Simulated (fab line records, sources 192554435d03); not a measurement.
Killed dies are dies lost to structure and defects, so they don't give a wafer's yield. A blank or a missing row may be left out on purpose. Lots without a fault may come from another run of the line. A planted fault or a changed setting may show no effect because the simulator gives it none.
Problem report in the 8D (eight disciplines) form, filled by code | flow n5_finfet | the parts of the form that need people (team, actions taken, sign-off) are left out

1. THE PROBLEM
spin_speed_rpm at N5_DUMMY_GATE_COAT_09 reads a mean of 1238.7 rpm on 6 wafers of 2 lots; wafers without a fault read 1500.0 rpm with a standard deviation of 0.93. That is -99 or more standard deviations from the usual mean.
The step: resist thk 30 nm.
First seen on wafer L672.2, day 6 01:58, on litho_track-01. The record holds 29 wafers of 10 lots with a number at this step. Rule for "out", or "out of limits": more than 4 standard deviations from the usual mean. The other wafers with a number count as sound.

2. WHAT IT IS AND WHAT IT IS NOT
question                    | is                     | is not
which readings at this step | spin_speed_rpm         | chill_plate_temp_C
which lots                  | L672, L673             | L662, L664, L666, L670, L676, L677, L679, L680
which wafers of those lots  | all that have a number | -
read on which tools         | litho_track-01         | litho_track-04, litho_track-05
when                        | from day 6 01:58       | up to then (12 sound wafers); but 11 sound wafers of L676, L677, L679, L680 came after

3. SUSPECTS, AND WHAT RULES EACH OUT
Counting: a tool at a process step up to the reading stays a suspect if it ran every lot that is out and no sound lot after the first of them.
- litho_track-01 at N5_DUMMY_GATE_COAT_09 (resist thk 30 nm): kept. It ran every lot that is out, first L672 (day 6 01:58), and no sound lot after that; its last sound lot up to then is L666 (day 4 11:02). Its own readings are out on those wafers: spin_speed_rpm.
Left after counting: litho_track-01 at N5_DUMMY_GATE_COAT_09.

4. THE CAUSE (what the simulator had put in)
Process parameter drift: litho_track-01, from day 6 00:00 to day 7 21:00, at N5_DUMMY_GATE_COAT_09. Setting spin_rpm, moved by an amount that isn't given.
Counting left only this tool.

5. THE CHAIN OF EFFECTS, in route order
Each row: a reading whose mean over the struck wafers that have a number lies more than 3 standard deviations from the usual. Only readings for which the record gives a usual standard deviation are gone through. hours: the time from each lot's start at the first step in this table that gives one to its start at this step, as a median over the lots. sigmas: the change in usual standard deviations.
hours | step                  | reading        | usual      | on struck wafers | change | sigmas
0     | N5_DUMMY_GATE_COAT_09 | spin_speed_rpm | 1500.0 rpm | 1238.7           | -261.3 | -99 or more
The process steps in it:
- N5_DUMMY_GATE_COAT_09: resist thk 30 nm.
Later measuring or inspecting steps at which every struck wafer that the step has a row for has a number for every such reading, and none has moved that far: N5_BEOL_M4_RC_MEAS_101.

6. WHAT WOULD HAVE CAUGHT IT SOONER
In this record the first reading out of limits was taken at day 6 01:58, 2 hours after the fault began at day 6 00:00.
